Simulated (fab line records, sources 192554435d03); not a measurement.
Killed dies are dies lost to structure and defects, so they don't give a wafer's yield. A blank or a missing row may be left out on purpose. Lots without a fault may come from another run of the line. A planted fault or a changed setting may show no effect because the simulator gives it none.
Which tool did it? | flow n5_finfet | 24 lots, 72 wafers sampled, at 5 steps of a route of 1938

WHAT THE GAUGES READ, wafer by wafer
N5_BEOL_M12_CD_MEAS_17: target cd 140 nm. Usual: cd_nm 141.0 nm, standard deviation 1.8.
lot  | measured     | on        | cd_nm (nm)        | flag
L074 | day 10 09:07 | cd_sem-02 | 140.4 139.4 140.9 |
L076 | day 10 15:25 | cd_sem-02 | 138.6 143.2 141.7 |
L075 | day 10 19:04 | cd_sem-02 | 141.4 141.1 140.7 |
L077 | day 10 21:49 | cd_sem-02 | 140.4 141.7 140.7 |
L078 | day 11 15:57 | cd_sem-01 | 140.2 142.0 141.8 |
L079 | day 12 04:30 | cd_sem-02 | 138.7 141.5 141.6 |
L080 | day 12 05:12 | cd_sem-01 | 142.9 141.7 139.3 |
L081 | day 12 12:25 | cd_sem-03 | 140.7 141.2 139.6 |
L084 | day 12 21:23 | cd_sem-02 | 140.1 142.2 142.1 |
L083 | day 12 22:38 | cd_sem-02 | 140.6 142.3 140.2 |
L082 | day 12 22:46 | cd_sem-02 | 136.9 139.5 139.8 |
L085 | day 13 18:06 | cd_sem-01 | 145.8 141.1 142.2 |
L087 | day 13 21:52 | cd_sem-01 | 141.1 138.7 140.3 |
L089 | day 14 05:56 | cd_sem-01 | 139.0 136.1 139.5 |
L086 | day 14 08:02 | cd_sem-01 | 139.3 138.3 138.4 |
L088 | day 15 00:34 | cd_sem-01 | 143.9 145.2 142.7 |
L090 | day 15 03:38 | cd_sem-01 | 140.7 141.6 139.0 |
L092 | day 15 07:16 | cd_sem-01 | 143.8 143.4 144.0 |
L091 | day 15 07:49 | cd_sem-02 | 139.9 142.7 144.0 |
L093 | day 16 04:26 | cd_sem-02 | 137.6 142.0 141.2 |
L094 | day 16 10:12 | cd_sem-01 | 143.8 139.1 141.1 |
L097 | day 16 12:03 | cd_sem-02 | 139.4 142.3 141.4 |
L095 | day 16 15:59 | cd_sem-03 | 140.8 138.0 139.2 |
L096 | day 16 17:20 | cd_sem-01 | 142.6 143.8 145.0 |

N5_BEOL_M12_INSPECT_30: inspects for defects (macro). Usual: raw_defect_count 2.3, standard deviation 1.5.
lot  | measured     | on                | raw_defect_count | flag
L074 | day 10 09:29 | defect_inspect-02 | 2 2 0            |
L076 | day 10 15:55 | defect_inspect-01 | 4 1 1            |
L075 | day 10 19:27 | defect_inspect-02 | 2 4 2            |
L077 | day 10 22:19 | defect_inspect-01 | 5 4 3            |
L078 | day 11 16:20 | defect_inspect-02 | 3 1 2            |
L079 | day 12 05:00 | defect_inspect-02 | 3 0 0            |
L080 | day 12 05:35 | defect_inspect-02 | 1 1 2            |
L081 | day 12 12:56 | defect_inspect-02 | 3 0 0            |
L084 | day 12 21:46 | defect_inspect-01 | 4 0 3            |
L083 | day 12 23:01 | defect_inspect-02 | 4 3 4            |
L082 | day 12 23:16 | defect_inspect-02 | 2 5 5            |
L085 | day 13 18:29 | defect_inspect-01 | 2 3 0            |
L087 | day 13 22:14 | defect_inspect-02 | 0 3 1            |
L089 | day 14 06:19 | defect_inspect-02 | 4 3 1            |
L086 | day 14 08:25 | defect_inspect-01 | 3 4 3            |
L088 | day 15 00:56 | defect_inspect-01 | 2 1 1            |
L090 | day 15 04:01 | defect_inspect-01 | 1 1 2            |
L092 | day 15 07:46 | defect_inspect-01 | 1 2 3            |
L091 | day 15 08:19 | defect_inspect-01 | 5 3 3            |
L093 | day 16 04:56 | defect_inspect-01 | 1 3 1            |
L094 | day 16 10:35 | defect_inspect-01 | 2 3 2            |
L097 | day 16 12:33 | defect_inspect-02 | 1 3 4            |
L095 | day 16 16:22 | defect_inspect-01 | 1 4 5            |
L096 | day 16 17:44 | defect_inspect-01 | 3 2 2            |

N5_BEOL_M13_CD_MEAS_28: target cd 209.5 nm. Usual: cd_nm 209.2 nm, standard deviation 1.1.
lot  | measured     | on        | cd_nm (nm)        | flag
L074 | day 10 16:32 | cd_sem-02 | 210.0 211.0 209.9 |
L076 | day 10 21:36 | cd_sem-03 | 209.8 210.3 208.8 |
L075 | day 11 00:55 | cd_sem-01 | 208.7 209.3 210.3 |
L077 | day 11 04:53 | cd_sem-01 | 208.1 208.5 207.3 |
L078 | day 12 00:28 | cd_sem-02 | 210.1 208.6 210.1 |
L079 | day 12 11:24 | cd_sem-01 | 208.6 208.9 208.7 |
L080 | day 12 13:52 | cd_sem-02 | 209.7 208.9 210.8 |
L081 | day 12 17:35 | cd_sem-03 | 210.2 209.3 210.0 |
L084 | day 13 06:43 | cd_sem-02 | 210.5 208.3 207.9 |
L083 | day 13 10:56 | cd_sem-02 | 209.1 210.2 207.8 |
L082 | day 13 10:19 | cd_sem-01 | 208.3 209.1 207.6 |
L085 | day 13 22:14 | cd_sem-02 | 206.8 209.7 210.3 |
L087 | day 14 04:58 | cd_sem-03 | 208.8 207.0 209.1 |
L089 | day 14 13:55 | cd_sem-01 | 210.7 208.7 210.2 |
L086 | day 14 17:38 | cd_sem-02 | 209.7 208.8 210.4 |
L088 | day 15 04:44 | cd_sem-01 | 207.3 209.2 209.9 |
L090 | day 15 08:22 | cd_sem-02 | 208.3 209.1 210.3 |
L092 | day 15 11:37 | cd_sem-02 | 210.8 208.5 208.5 |
L091 | day 15 13:34 | cd_sem-02 | 209.3 207.4 206.9 |
L093 | day 16 12:03 | cd_sem-01 | 209.6 210.0 209.7 |
L094 | day 16 15:18 | cd_sem-01 | 208.8 210.2 210.2 |
L097 | day 16 17:06 | cd_sem-03 | 211.2 210.6 210.2 |
L095 | day 16 20:49 | cd_sem-02 | 207.1 209.4 208.0 |
L096 | day 16 23:31 | cd_sem-02 | 210.1 209.3 207.5 |

WHICH TOOL RAN EACH LOT (tool, then ch and the chambers of the sampled wafers, then the start)
lot  | N5_BEOL_M12_ETCH_59                | N5_BEOL_M12_DESCUM_33
L074 | rie_diel-03 ch 0,3, day 10 08:39   | rie_diel-05 ch 1,3, day 10 09:32
L076 | rie_diel-05 ch 1,2,3, day 10 14:58 | rie_diel-05 ch 1,2, day 10 16:15
L075 | rie_diel-04 ch 0,2,3, day 10 18:37 | rie_diel-05 ch 1,2,3, day 10 19:40
L077 | rie_diel-03 ch 0,1, day 10 21:21   | rie_diel-04 ch 0,2, day 10 22:23
L078 | rie_diel-05 ch 1,2, day 11 15:29   | rie_diel-05 ch 2,3, day 11 16:22
L079 | rie_diel-04 ch 0,2, day 12 04:02   | rie_diel-03 ch 0,3, day 12 05:02
L080 | rie_diel-03 ch 0,1,3, day 12 04:38 | rie_diel-04 ch 0,1,3, day 12 05:38
L081 | rie_diel-04 ch 0,1,3, day 12 11:58 | rie_diel-04 ch 0,1, day 12 12:58
L084 | rie_diel-05 ch 1,2, day 12 20:55   | rie_diel-05 ch 0,1, day 12 22:11
L083 | rie_diel-04 ch 0,3, day 12 22:11   | rie_diel-04 ch 0,1,3, day 12 23:05
L082 | rie_diel-03 ch 0,2, day 12 22:18   | rie_diel-05 ch 0,1, day 12 23:18
L085 | rie_diel-04 ch 1,2,3, day 13 17:38 | rie_diel-05 ch 0,1,2, day 13 18:35
L087 | rie_diel-04 ch 1,2,3, day 13 21:23 | rie_diel-03 ch 0,1,2, day 13 22:16
L089 | rie_diel-03 ch 0,1,3, day 14 05:28 | rie_diel-04 ch 1,2, day 14 06:20
L086 | rie_diel-03 ch 0,2,3, day 14 07:29 | rie_diel-03 ch 0,2,3, day 14 08:27
L088 | rie_diel-03 ch 1,3, day 15 00:06   | rie_diel-05 ch 0,2, day 15 00:59
L090 | rie_diel-04 ch 2,3, day 15 02:49   | rie_diel-03 ch 1,3, day 15 04:02
L092 | rie_diel-05 ch 0,3, day 15 06:39   | rie_diel-05 ch 0,2, day 15 07:48
L091 | rie_diel-04 ch 1,2,3, day 15 07:16 | rie_diel-03 ch 0,2, day 15 08:41
L093 | rie_diel-03 ch 0,1,2, day 16 03:59 | rie_diel-03 ch 1,3, day 16 04:59
L094 | rie_diel-04 ch 0,1,2, day 16 09:45 | rie_diel-03 ch 2,3, day 16 10:37
L097 | rie_diel-03 ch 1,2,3, day 16 11:35 | rie_diel-04 ch 1,2,3, day 16 12:47
L095 | rie_diel-05 ch 0,1,2, day 16 15:31 | rie_diel-04 ch 0,2,3, day 16 16:23
L096 | rie_diel-05 ch 0,1,3, day 16 16:53 | rie_diel-05 ch 0,2, day 16 18:01
- N5_BEOL_M12_ETCH_59: etches BARC in N2/H2, target depth 89 nm, overetch 26.7 nm, time 67.9 s.
- N5_BEOL_M12_DESCUM_33: chemistry O2, time 7.9 s.

WHAT THE TOOLS THEMSELVES READ (means of the sampled wafers that have a number; where no wafer has one, the mark that the record gives instead)
N5_BEOL_M12_ETCH_59. Usual: drypump_motor_current_A 6.0 A, standard deviation 0.44; oes_product_au 0.70 a.u., standard deviation 0.08; rf_vpp_V 523.9 V, standard deviation 2.5; showerhead_plenum_p_Torr 2.55 Torr, standard deviation 0.086; throttle_valve_pct 17.76 %, standard deviation 0.27.
lot  | tool        | drypump_motor_current_A (A) | oes_product_au (a.u.) | rf_vpp_V (V) | showerhead_plenum_p_Torr (Torr) | throttle_valve_pct (%) | flag
L074 | rie_diel-03 | 5.4                         | 0.69                  | 522.0        | 2.49                            | 17.88                  |
L076 | rie_diel-05 | 5.7                         | 0.68                  | 525.7        | 2.61                            | 17.74                  |
L075 | rie_diel-04 | 6.4                         | 0.61                  | 522.5        | 2.52                            | 17.88                  |
L077 | rie_diel-03 | 6.2                         | 0.67                  | 522.5        | 2.49                            | 17.72                  |
L078 | rie_diel-05 | 5.6                         | 0.74                  | 527.0        | 2.65                            | 17.81                  |
L079 | rie_diel-04 | 6.5                         | 0.58                  | 524.2        | 2.54                            | 18.08                  |
L080 | rie_diel-03 | 5.8                         | 0.67                  | 523.0        | 2.48                            | 17.81                  |
L081 | rie_diel-04 | 6.3                         | 0.69                  | 523.7        | 2.55                            | 17.60                  |
L084 | rie_diel-05 | 5.6                         | 0.72                  | 526.7        | 2.64                            | 17.83                  |
L083 | rie_diel-04 | 6.4                         | 0.60                  | 524.0        | 2.55                            | 17.74                  |
L082 | rie_diel-03 | 5.5                         | 0.67                  | 523.2        | 2.53                            | 18.00                  |
L085 | rie_diel-04 | 6.2                         | 0.74                  | 522.7        | 2.51                            | 17.66                  |
L087 | rie_diel-04 | 6.2                         | 0.75                  | 522.3        | 2.51                            | 17.65                  |
L089 | rie_diel-03 | 5.8                         | 0.66                  | 521.7        | 2.48                            | 17.85                  |
L086 | rie_diel-03 | 5.6                         | 0.69                  | 523.8        | 2.52                            | 18.01                  |
L088 | rie_diel-03 | 6.2                         | 0.69                  | 521.5        | 2.46                            | 17.75                  |
L090 | rie_diel-04 | 6.2                         | 0.69                  | 521.4        | 2.45                            | 17.81                  |
L092 | rie_diel-05 | 5.9                         | 0.76                  | 527.3        | 2.67                            | 17.41                  |
L091 | rie_diel-04 | 6.2                         | 0.72                  | 522.6        | 2.51                            | 17.67                  |
L093 | rie_diel-03 | 6.0                         | 0.67                  | 523.6        | 2.51                            | 17.94                  |
L094 | rie_diel-04 | 6.4                         | 0.76                  | 524.5        | 2.56                            | 17.55                  |
L097 | rie_diel-03 | 6.0                         | 0.70                  | 523.0        | 2.51                            | 17.95                  |
L095 | rie_diel-05 | 5.6                         | 0.75                  | 526.2        | 2.64                            | 17.61                  |
L096 | rie_diel-05 | 5.7                         | 0.76                  | 525.7        | 2.60                            | 17.40                  |

N5_BEOL_M12_DESCUM_33. Usual: drypump_motor_current_A 6.0 A, standard deviation 0.46; oes_product_au 0.82 a.u., standard deviation 0.1; rf_vpp_V 243.3 V, standard deviation 1.4; showerhead_plenum_p_Torr 2.11 Torr, standard deviation 0.082; temp_c 40.01 C, standard deviation 0.11; throttle_valve_pct 20.24 %, standard deviation 0.23.
lot  | tool        | drypump_motor_current_A (A) | oes_product_au (a.u.) | rf_vpp_V (V) | showerhead_plenum_p_Torr (Torr) | temp_c (C) | throttle_valve_pct (%) | flag
L074 | rie_diel-05 | 5.4                         | 0.70                  | 242.2        | 2.08                            | 39.92      | 20.15                  |
L076 | rie_diel-05 | 5.3                         | 0.80                  | 244.0        | 2.12                            | 40.00      | 20.22                  |
L075 | rie_diel-05 | 5.7                         | 0.80                  | 244.7        | 2.14                            | 39.94      | 20.20                  |
L077 | rie_diel-04 | 6.5                         | 0.69                  | 244.2        | 2.13                            | 40.01      | 20.40                  |
L078 | rie_diel-05 | 6.1                         | 0.78                  | 243.8        | 2.16                            | 39.88      | 20.17                  |
L079 | rie_diel-03 | 5.4                         | 0.74                  | 242.9        | 2.06                            | 40.10      | 20.51                  |
L080 | rie_diel-04 | 6.3                         | 0.80                  | 243.4        | 2.11                            | 40.01      | 20.17                  |
L081 | rie_diel-04 | 6.5                         | 0.77                  | 244.3        | 2.16                            | 39.96      | 20.22                  |
L084 | rie_diel-05 | 5.3                         | 0.77                  | 242.3        | 2.12                            | 40.15      | 20.14                  |
L083 | rie_diel-04 | 6.3                         | 0.79                  | 243.8        | 2.10                            | 40.11      | 20.19                  |
L082 | rie_diel-05 | 5.3                         | 0.77                  | 244.3        | 2.12                            | 40.02      | 20.15                  |
L085 | rie_diel-05 | 5.6                         | 0.84                  | 244.8        | 2.17                            | 39.93      | 20.20                  |
L087 | rie_diel-03 | 6.0                         | 0.81                  | 242.6        | 2.08                            | 39.99      | 20.45                  |
L089 | rie_diel-04 | 6.2                         | 0.91                  | 243.8        | 2.11                            | 40.00      | 20.10                  |
L086 | rie_diel-03 | 5.6                         | 0.82                  | 242.9        | 2.08                            | 40.04      | 20.56                  |
L088 | rie_diel-05 | 5.9                         | 0.90                  | 245.6        | 2.22                            | 39.94      | 20.23                  |
L090 | rie_diel-03 | 6.2                         | 0.81                  | 241.7        | 2.01                            | 40.05      | 20.23                  |
L092 | rie_diel-05 | 5.9                         | 0.89                  | 244.7        | 2.22                            | 39.99      | 20.25                  |
L091 | rie_diel-03 | 5.6                         | 0.76                  | 242.2        | 2.09                            | 40.01      | 20.62                  |
L093 | rie_diel-03 | 5.9                         | 0.80                  | 241.7        | 2.02                            | 39.96      | 20.36                  |
L094 | rie_diel-03 | 5.7                         | 0.83                  | 242.4        | 2.06                            | 39.92      | 20.56                  |
L097 | rie_diel-04 | 6.2                         | 0.84                  | 242.4        | 2.05                            | 39.98      | 20.20                  |
L095 | rie_diel-04 | 6.4                         | 0.85                  | 242.7        | 2.05                            | 40.01      | 20.20                  |
L096 | rie_diel-05 | 5.9                         | 0.87                  | 244.8        | 2.22                            | 40.04      | 20.27                  |

THE ANSWER, worked out from the rows above alone
Rule: a lot is off if the mean of its wafers that have a number lies more than 3 standard deviations from the usual mean. A lot without any number at a reading at which 4 lots or more have one is off too. The other lots that the step has rows for count as sound. The gauges are gone through in route order, then the tools' own readings, and for those a lot's mean is taken as printed above. The first step at which some lot is off is used, and at that step the reading that is off furthest; a lot without a number counts as furthest.
No lot is off at any reading shown: from this, nothing can be told.

WHAT THE SIMULATOR HAD PUT IN
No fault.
